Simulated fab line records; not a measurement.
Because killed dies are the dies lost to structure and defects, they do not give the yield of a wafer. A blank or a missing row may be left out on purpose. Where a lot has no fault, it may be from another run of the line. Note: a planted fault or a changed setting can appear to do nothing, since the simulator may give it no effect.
Which tool was responsible?	flow n5Finfet	33 wafers from 11 lots sampled at 4 of the route's 1938 steps

== WHAT THE GAUGES READ, wafer by wafer ==
Not one reading of a measure or inspect step in the record can be checked against a usual standard deviation.

== TOOL THAT RAN EACH LOT (tool first, then ch and the chambers of the sampled wafers, then the start) ==
lot	N5_BEOL_M5_SPUTTER_48	N5_BEOL_M5_SPUTTER_83	N5_BEOL_M5_ANNEAL_84	N5_BEOL_M5_CMP_52
L229	pvdSputter-01, day 9 05:48	pvdSputter-01, day 9 07:58	pvdSputter-01, day 9 08:03	cmp-01 ch 0,1, day 9 10:41
L230	pvdSputter-03, day 9 06:38	pvdSputter-03, day 9 08:48	pvdSputter-03, day 9 08:53	cmp-03 ch 0,3, day 9 11:29
L228	pvdSputter-02, day 9 08:24	pvdSputter-02, day 9 10:34	pvdSputter-02, day 9 10:39	cmp-03 ch 1,3, day 9 13:24
L232	pvdSputter-03, day 9 13:22	pvdSputter-03, day 9 15:32	pvdSputter-03, day 9 15:37	cmp-04 ch 0,2, day 9 20:01
L233	pvdSputter-02, day 9 15:52	pvdSputter-02, day 9 18:02	pvdSputter-02, day 9 18:07	cmp-03 ch 0,2,3, day 9 20:43
L231	pvdSputter-01, day 9 15:53	pvdSputter-01, day 9 18:04	pvdSputter-01, day 9 18:08	cmp-04 ch 0,2,3, day 9 20:44
L237	pvdSputter-02, day 10 20:44	pvdSputter-02, day 10 22:54	pvdSputter-02, day 10 22:59	cmp-01 ch 0,2, day 11 01:46
L246	pvdSputter-01, day 13 17:03	pvdSputter-01, day 13 19:14	pvdSputter-01, day 13 19:19	cmp-04 ch 0,1,2, day 13 21:59
L247	pvdSputter-03, day 13 17:34	pvdSputter-03, day 13 19:44	pvdSputter-03, day 13 19:49	cmp-04 ch 0,3, day 13 22:28
L249	pvdSputter-01, day 14 04:03	pvdSputter-01, day 14 06:14	pvdSputter-01, day 14 06:19	cmp-03 ch 1,2,3, day 14 13:02
L250	pvdSputter-02, day 15 02:28	pvdSputter-02, day 15 04:43	pvdSputter-02, day 15 04:49	cmp-03 ch 0,2,3, day 15 07:44
- N5_BEOL_M5_SPUTTER_48: material Cu, target thk 15 nm, time 27.62 s.
- N5_BEOL_M5_SPUTTER_83: material Cu, target thk 15 nm, time 27.62 s.
- N5_BEOL_M5_ANNEAL_84: time 1800 s.
- N5_BEOL_M5_CMP_52: polishes, stops on SiCOH lowk, t overpolish 6.9 s, target thk 62 nm.

== WHAT THE TOOLS THEMSELVES READ (means of the sampled wafers that have a number; where no wafer has one, the mark that the record gives instead) ==
N5_BEOL_M5_SPUTTER_48.
lot	tool	chuckSensorTempC (C)	susceptorTempC (C)	throttleValvePct (%)
L229	pvdSputter-01	-16.7	-20.04	29.2
L230	pvdSputter-03	-15.9	-19.96	30.8
L228	pvdSputter-02	-16.1	-19.99	30.2
L232	pvdSputter-03	-15.9	-19.99	30.7
L233	pvdSputter-02	-16.6	-20.03	29.4
L231	pvdSputter-01	-16.8	-19.98	29.7
L237	pvdSputter-02	-16.4	-19.92	29.7
L246	pvdSputter-01	-16.6	-20.14	28.9
L247	pvdSputter-03	-16.0	-20.08	30.6
L249	pvdSputter-01	-16.8	-19.94	29.8
L250	pvdSputter-02	-16.5	-19.92	29.8

N5_BEOL_M5_SPUTTER_83.
lot	tool	chuckSensorTempC (C)	susceptorTempC (C)	throttleValvePct (%)
L229	pvdSputter-01	-16.7	-20.01	29.2
L230	pvdSputter-03	-15.8	-20.08	30.8
L228	pvdSputter-02	-16.1	-20.06	30.1
L232	pvdSputter-03	-16.0	-19.91	30.7
L233	pvdSputter-02	-16.5	-20.07	29.5
L231	pvdSputter-01	-16.7	-19.91	29.5
L237	pvdSputter-02	-16.5	-20.11	29.8
L246	pvdSputter-01	-16.6	-19.99	28.9
L247	pvdSputter-03	-15.8	-20.02	30.8
L249	pvdSputter-01	-16.8	-20.06	29.7
L250	pvdSputter-02	-16.4	-19.96	29.9

N5_BEOL_M5_ANNEAL_84.
lot	tool	heaterPowerW (W)	susceptorTempC (C)
L229	pvdSputter-01	822	400.00
L230	pvdSputter-03	819	399.91
L228	pvdSputter-02	901	399.94
L232	pvdSputter-03	839	400.14
L233	pvdSputter-02	831	400.13
L231	pvdSputter-01	798	400.05
L237	pvdSputter-02	858	399.85
L246	pvdSputter-01	828	399.98
L247	pvdSputter-03	757	400.17
L249	pvdSputter-01	791	399.91
L250	pvdSputter-02	872	400.20

N5_BEOL_M5_CMP_52.
lot	tool	barrierFieldEndpointS (s)	motorCurrentA (A)	overpolishRunS (s)	platenRpm (rpm)	timeToEndpointS (s)
L229	cmp-01	24.5	5.9	6.906	50.00	62
L230	cmp-03	24.9	6.2	6.899	50.01	61
L228	cmp-03	24.6	6.7	6.900	49.93	61
L232	cmp-04	24.3	6.3	6.903	50.00	61
L233	cmp-03	25.5	6.1	6.904	49.99	68
L231	cmp-04	23.9	6.6	6.897	50.01	57
L237	cmp-01	24.2	5.9	6.897	49.99	58
L246	cmp-04	25.8	6.2	6.895	48.01	64
L247	cmp-04	25.3	7.0	6.905	48.02	62
L249	cmp-03	24.5	6.5	6.902	50.03	63
L250	cmp-03	24.6	6.4	6.901	50.02	63

== THE ANSWER, worked out from the rows above alone ==
Rule: what is usual is taken from the lots themselves. Put in order of their means at a reading, lots are off if they are a third of the lots or fewer, leave a main group of 4 or more, and stand apart from it by a gap of 3 or more times the standard deviation of the main group's means; of several such gaps the widest counts. If all means in a main group match to the digits the tables above print for the reading, that group is not used. Also off: a lot with no number at a reading for which 4 or more lots have one. All remaining lots with rows at the step are treated as sound. The gauges are gone through in route order, then the tools' own readings, and for those a lot's mean is taken as printed above. At the first step where some lot is off, the reading lying furthest off is the one used; lots without a number count as furthest.
Off, at N5_BEOL_M5_CMP_52 on platenRpm: L246, L247. For the main group the mean is 50.00 rpm and the standard deviation 0.027.
A tool fits if, at that step or a process step before it, it ran every lot that is off, and no sound lot after the first of them. One fits: N5_BEOL_M5_CMP_52 on cmp-04. Its last sound lot is L231 (day 9 20:44), its first lot that is off L246 (day 13 21:59): a fault that began between those two fits.
On the lots that are off, the tool's own readings at N5_BEOL_M5_CMP_52 differ by more than 5 times the standard deviation of the sound lots' means, which bears it out; platenRpm reads 48.02 rpm there versus 50.00 rpm on the sound lots.

== WHAT THE SIMULATOR PUT IN ==
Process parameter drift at N5_BEOL_M5_CMP_52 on cmp-04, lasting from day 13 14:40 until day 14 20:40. The setting platenRpm was moved by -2, starting from 50. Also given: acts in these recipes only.
Lots struck among those shown: L246, L247. Same finding as the rule above.
